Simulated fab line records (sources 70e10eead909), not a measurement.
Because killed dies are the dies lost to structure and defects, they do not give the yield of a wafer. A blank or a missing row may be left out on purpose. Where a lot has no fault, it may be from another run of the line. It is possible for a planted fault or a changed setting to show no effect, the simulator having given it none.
Struck lot and sound lot, side by side    flow nand harc    26 out of 1302 route steps
Sound: the wafers L246.1, L246.4, L246.6. Struck: wafers L257.1, L257.6 (left out: L257.4, a lot-mate that was not struck); the cause follows at the end.
Order at every step that has rows: each side's tool, ch and its chambers, its first start. Under that, the readings that differ: sound wafers    struck wafers    difference of the means    sigmas: that difference in standard deviations of wafers without a fault.
alike: readings whose means differ by less than 2 such deviations, and words and numbers that are the same on both sides. not compared: withheld readings, readings that some wafer has no value for, bounds like >300 that may hide the same value, and numbers for which the record gives no deviation and whose values overlap.
A row with sigmas, a row that says differs or no value, or rows on one side alone: a step with any of these is where the two part. Numbers that don't overlap but have no deviation are shown without sigmas and don't part them. A reading missing from all wafers of one side parts the sides only when that side holds two or more wafers.

first, 7 steps without rows for these wafers: NHARC_P_GATE_HMDS_84 (time 30 s); NHARC_P_GATE_COAT_85; NHARC_P_GATE_SOFTBAKE_86 (time 95 s); NHARC_P_GATE_EBR_87; NHARC_P_GATE_EXPOSE_88 (exposes mask P HVN, target cd 2000 nm); NHARC_P_GATE_PEB_89 (peb time 85 s); NHARC_P_GATE_DEVELOP_90 (time 70 s).
NHARC_P_GATE_CD_MEAS_91: the cd target is 2000 nm.
  sound on cd sem-03 ch 0, day 5 19:04; struck on cd sem-02 ch 0, day 10 04:41
  alike: cd nm
then, 3 steps without rows for these wafers: NHARC_P_GATE_HARDBAKE_92 (time 80 s); NHARC_P_GATE_DESCUM_93 (chemistry O2, time 3 s); NHARC_P_GATE_IMPLANT_94.
NHARC_P_GATE_STRIP_113: strips in N2/H2, time 740 s.
  sound on plasma asher-02 ch 0,1, day 5 19:35; struck on plasma asher-02 ch 0, day 10 05:14
  alike: drypump motor current A, heater power w
  not compared: rf hours counter h
NHARC_P_GATE_STRIP_95: strips in O2.
  sound on plasma asher-02 ch 0,1, day 5 20:19; struck on plasma asher-02 ch 0, day 10 05:56
  alike: drypump motor current A, heater power w
  not compared: rf hours counter h
then, 3 steps without rows for these wafers: NHARC_P_GATE_STRIP_96 (strips in SPM, time 900 s); NHARC_P_GATE_RTA_64 (time 1 s); NHARC_P_GATE_ETCH_77 (etches SiO2 in dHF, target depth 6 nm).
NHARC_P_GATE_DEGAS_109: time 60 s.
  sound on pvd sputter-01 at day 5 21:11; struck on pvd sputter-01 at day 10 06:49
  alike: heater power w
then, 3 steps without rows for these wafers: NHARC_P_GATE_PRE_CLEAN_110 (time 30 s); NHARC_P_GATE_SPUTTER_78 (material Ni, target thk 10 nm); NHARC_P_GATE_SPUTTER_79 (material TiN, target thk 10 nm).
NHARC_P_GATE_RTA_80: time 30 s.
  sound on rtp anneal-01 ch 0, day 5 21:29; struck on rtp anneal-01 ch 0, day 10 07:07
  alike: lamp power pct, lamp_zone_5_pct, wafer_temp_C_max
then, 1 step without rows for these wafers: NHARC_P_GATE_STRIP_67 (strips in SPM, time 600 s).
NHARC_P_GATE_RTA_82: time 30 s.
  sound on rtp anneal-02 ch 0, day 5 21:56; struck on rtp anneal-02 ch 0, day 10 07:37
  alike: lamp power pct, lamp_zone_5_pct, wafer_temp_C_max
NHARC_P_GATE_INSPECT_68:
  sound on defect inspect-01 at day 5 22:08; struck on defect inspect-02 at day 10 07:48
reading           sound        struck   difference  sigmas
raw defect count  201 129 306  903 768  +624        +9
NHARC_P_CONTACT_DEP_30: deposits SiNx, target thk 30 nm.
  sound on pecvd-01 ch 0,2, day 5 22:12; struck on pecvd-02 ch 0,1, day 10 07:54
  alike: heater power w
-- jump in the record: it breaks off in module P_CONTACT and resumes in module END (first step shown: number 1302 of the route), and 19 days separate the struck wafers' starts before and after --
NHARC_END_SORT_01:
  at this point the record logs the struck wafers (prober-02 ch 0, day 29 04:11) and has no rows for the sound ones

== WHERE THEY PART ==
Earliest at NHARC_P_GATE_INSPECT_68; latest, in this record, at NHARC_END_SORT_01.

WHY: whatever the simulator had introduced
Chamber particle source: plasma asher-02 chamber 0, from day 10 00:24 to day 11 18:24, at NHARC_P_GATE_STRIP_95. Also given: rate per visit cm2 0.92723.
